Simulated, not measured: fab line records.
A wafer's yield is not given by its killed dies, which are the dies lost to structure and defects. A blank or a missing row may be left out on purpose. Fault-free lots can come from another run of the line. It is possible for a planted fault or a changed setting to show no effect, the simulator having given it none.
Matching of chambers -- flow nand-harc -- NHARC_A_STAIRCASE_TRIM_187 on rie-diel-07: 4 sister chambers
The step chemistry O2, time 211.2 s. 8 wafers are shown with their chamber, then 9 later ones without.

== EACH WAFER AND ITS CHAMBER ==
wafer,chamber,drypump-motor-current-A (A),showerhead-plenum-p-Torr (Torr)
L078.3,3,6.0,3.48
L082.3,1,6.3,3.53
L082.6,0,5.1,3.46
L082.2,3,6.0,3.47
L082.5,1,6.3,3.53
L081.2,0,5.1,3.45
L081.4,2,5.8,3.31
L081.6,2,5.7,3.31

== WAFERS WITH NO CHAMBER GIVEN ==
wafer,drypump-motor-current-A (A),showerhead-plenum-p-Torr (Torr)
L084.3,6.3,3.53
L084.4,6.0,3.46
L084.6,5.7,3.30
L089.2,6.0,3.46
L089.3,5.8,3.30
L089.4,6.3,3.52
L091.3,5.1,3.44
L091.4,5.8,3.29
L091.5,5.7,3.29

== WHICH CHAMBER EACH ONE RAN IN ==
wafer,from the rows above,in truth
L084.3,1,1
L084.4,3,3
L084.6,2,2
L089.2,3,3
L089.3,2,2
L089.4,1,1
L091.3,0,0
L091.4,2,2
L091.5,2,2
Placed correctly: 9 of 9. Can't be placed from these rows: 0. Wrongly placed: 0.
How it was worked out, from the rows above alone: a wafer's distance from a chamber is the root of the sum, over the readings, of the square of ((its reading less the chamber's mean) divided by the reading's scatter). The wafer belongs to the nearest chamber; if the next one is less than 2 further off, it can't be placed. Each chamber's mean is taken over the wafers shown for it. The scatter is the square root of a quotient: the sum, over the shown wafers, of each reading's squared deviation from its chamber's mean, divided by wafers minus chambers.
